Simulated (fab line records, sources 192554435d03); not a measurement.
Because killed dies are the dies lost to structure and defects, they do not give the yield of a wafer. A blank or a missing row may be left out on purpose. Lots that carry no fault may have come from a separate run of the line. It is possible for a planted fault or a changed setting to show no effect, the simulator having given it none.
Which tool did it?	flow n5 finfet	24 lots with 72 wafers sampled at 3 steps, on a route of 1938 steps

== WHAT THE GAUGES SHOWED, per wafer ==
N5_BEOL_M7_THK_MEAS_01.
lot	measured	on	M7_ILD_THK (nm)
L074	day 9 04:02	film metro-01	156.7 158.4 159.2
L075	day 9 08:40	film metro-02	155.7 154.7 156.8
L076	day 10 10:25	film metro-01	155.8 152.9 159.7
L078	day 10 13:32	film metro-01	157.6 154.7 157.2
L081	day 10 15:55	film metro-01	153.2 152.4 156.7
L079	day 10 21:19	film metro-01	154.3 154.8 157.3
L080	day 11 01:52	film metro-02	157.1 155.0 160.7
L077	day 11 02:21	film metro-01	148.9 154.3 156.1
L082	day 11 06:57	film metro-02	154.8 151.2 156.2
L083	day 11 07:44	film metro-02	157.1 155.4 157.3
L084	day 11 12:45	film metro-02	158.9 157.2 158.1
L085	day 12 00:44	film metro-01	154.5 156.6 161.3
L086	day 12 10:40	film metro-01	151.7 155.9 153.9
L087	day 12 11:11	film metro-02	155.3 153.3 156.0
L088	day 13 01:34	film metro-02	150.5 153.6 151.8
L091	day 13 06:31	film metro-02	155.9 157.6 159.9
L089	day 13 07:29	film metro-01	153.7 158.8 157.7
L090	day 13 17:50	film metro-02	157.0 152.2 157.0
L093	day 13 18:20	film metro-01	151.0 158.4 154.1
L092	day 13 22:49	film metro-01	155.2 153.2 153.3
L094	day 14 00:39	film metro-01	155.8 157.2 157.3
L095	day 14 22:32	film metro-01	151.1 152.7 154.7
L097	day 15 03:55	film metro-02	154.7 152.7 154.4
L096	day 15 04:09	film metro-01	155.6 154.9 156.7

== EACH LOT AND THE TOOL THAT RAN IT (in order: tool; ch and the chambers of the sampled wafers; start) ==
lot	N5_BEOL_M6_ALD_77	N5_BEOL_M6_CMP_52
L074	ald metal-01 ch 1,3, day 9 01:29	cmp-03 ch 0,2,3, day 9 03:00
L075	ald metal-04 ch 0,2,3, day 9 04:59	cmp-02 ch 1,2,3, day 9 07:39
L076	ald metal-02 ch 0,2, day 10 07:10	cmp-01 ch 0,1,2, day 10 09:19
L078	ald metal-01 ch 0,1,2, day 10 08:57	cmp-03 ch 1,3, day 10 12:26
L081	ald metal-04 ch 0,2,3, day 10 13:19	cmp-01 ch 0,1,2, day 10 14:52
L079	ald metal-02 ch 0,1, day 10 19:10	cmp-01 ch 0,1, day 10 20:16
L080	ald metal-04 ch 0,2,3, day 10 23:32	cmp-03 ch 0,2,3, day 11 00:53
L077	ald metal-02 ch 0,3, day 10 23:47	cmp-03 ch 0,1, day 11 01:06
L082	ald metal-01 ch 0,1,3, day 11 04:38	cmp-02 ch 0,1,3, day 11 05:53
L083	ald metal-02 ch 2,3, day 11 05:01	cmp-02 ch 0,1,2, day 11 06:14
L084	ald metal-01 ch 0,1,2, day 11 09:45	cmp-03 ch 1,2, day 11 10:54
L085	ald metal-01 ch 0,1, day 11 22:17	cmp-02 ch 0,1,2, day 11 23:42
L086	ald metal-04 ch 0,2,3, day 12 08:16	cmp-03 ch 0,2,3, day 12 09:40
L087	ald metal-04 ch 0,1,2, day 12 08:42	cmp-01 ch 0,1,2, day 12 09:58
L088	ald metal-01 ch 0,2, day 12 22:43	cmp-03 ch 1,2, day 13 00:32
L091	ald metal-02 ch 1,2,3, day 13 02:45	cmp-02 ch 1,3, day 13 05:29
L089	ald metal-04 ch 0,2,3, day 13 05:14	cmp-02 ch 2,3, day 13 06:25
L090	ald metal-02 ch 0,1,3, day 13 15:17	cmp-03 ch 2,3, day 13 16:46
L093	ald metal-04 ch 1,2,3, day 13 15:52	cmp-02 ch 1,2, day 13 17:17
L092	ald metal-02 ch 1,2, day 13 20:10	cmp-01 ch 0,1,2, day 13 21:28
L094	ald metal-04 ch 2,3, day 13 22:13	cmp-01 ch 0,2,3, day 13 23:35
L095	ald metal-02 ch 1,2,3, day 14 18:34	cmp-01 ch 2,3, day 14 21:28
L097	ald metal-01 ch 0,1,2, day 15 00:04	cmp-01 ch 0,1,3, day 15 02:51
L096	ald metal-02 ch 2,3, day 15 01:50	cmp-01 ch 1,2,3, day 15 03:09
- N5_BEOL_M6_ALD_77: deposits TaN, target thk 2 nm, pulse time 2 s, purge time 3 s.
- N5_BEOL_M6_CMP_52: polishes, stops on SiCOH lowk, t overpolish 6.9 s, target thk 80 nm.

== WHAT THE TOOLS THEMSELVES READ (means of the sampled wafers that have a number; where no wafer has one, the mark that the record gives instead) ==
N5_BEOL_M6_ALD_77.
lot	tool	heater power w (W)
L074	ald metal-01	388
L075	ald metal-04	454
L076	ald metal-02	431
L078	ald metal-01	434
L081	ald metal-04	442
L079	ald metal-02	385
L080	ald metal-04	450
L077	ald metal-02	368
L082	ald metal-01	440
L083	ald metal-02	389
L084	ald metal-01	431
L085	ald metal-01	457
L086	ald metal-04	450
L087	ald metal-04	415
L088	ald metal-01	392
L091	ald metal-02	394
L089	ald metal-04	442
L090	ald metal-02	365
L093	ald metal-04	419
L092	ald metal-02	438
L094	ald metal-04	454
L095	ald metal-02	398
L097	ald metal-01	430
L096	ald metal-02	378

N5_BEOL_M6_CMP_52.
lot	tool	barrier field endpoint s (s)	motor current A (A)	overpolish run s (s)	time to endpoint s (s)
L074	cmp-03	29.8	6.8	6.897	65
L075	cmp-02	28.7	6.5	6.899	59
L076	cmp-01	27.8	5.8	6.911	60
L078	cmp-03	29.1	5.7	6.901	67
L081	cmp-01	28.7	5.6	6.908	62
L079	cmp-01	28.3	6.2	6.894	58
L080	cmp-03	29.2	6.7	6.903	64
L077	cmp-03	27.8	5.4	6.892	61
L082	cmp-02	28.6	6.7	6.904	65
L083	cmp-02	29.8	6.4	6.903	65
L084	cmp-03	29.2	5.8	6.901	66
L085	cmp-02	28.9	6.5	6.904	62
L086	cmp-03	29.7	6.7	6.915	64
L087	cmp-01	29.3	5.6	6.910	63
L088	cmp-03	29.1	5.8	6.899	64
L091	cmp-02	28.8	6.6	6.892	60
L089	cmp-02	29.4	6.0	6.895	59
L090	cmp-03	30.0	6.4	6.896	66
L093	cmp-02	28.9	7.0	6.898	62
L092	cmp-01	28.4	5.7	6.883	64
L094	cmp-01	29.9	5.5	6.910	63
L095	cmp-01	29.8	5.5	6.897	68
L097	cmp-01	28.4	6.1	6.904	59
L096	cmp-01	29.0	5.4	6.909	64

== THE ANSWER, worked out from the rows above alone ==
Rule: usual is defined by the lots themselves. The widest of any qualifying gaps counts: lots, ordered by their means at a reading, are off when they make up no more than a third of the lots, leave a main group of 4 or more, and stand apart from it by 3 or more times the standard deviation of that group's means. If all means in a main group match to the digits the tables above print for the reading, that group is not used. Also off: a lot with no number at a reading for which 4 or more lots have one. Any other lot the step has rows for is counted as sound. After the gauges, taken in route order, come the tools' own readings; for these a lot's mean is taken, as printed above. The first step at which some lot is off is used, and at that step the reading that is off furthest; a lot without a number counts as furthest.
No lot is off at any reading shown: from this, nothing can be told.

== WHAT HAD BEEN PUT IN BY THE SIMULATOR ==
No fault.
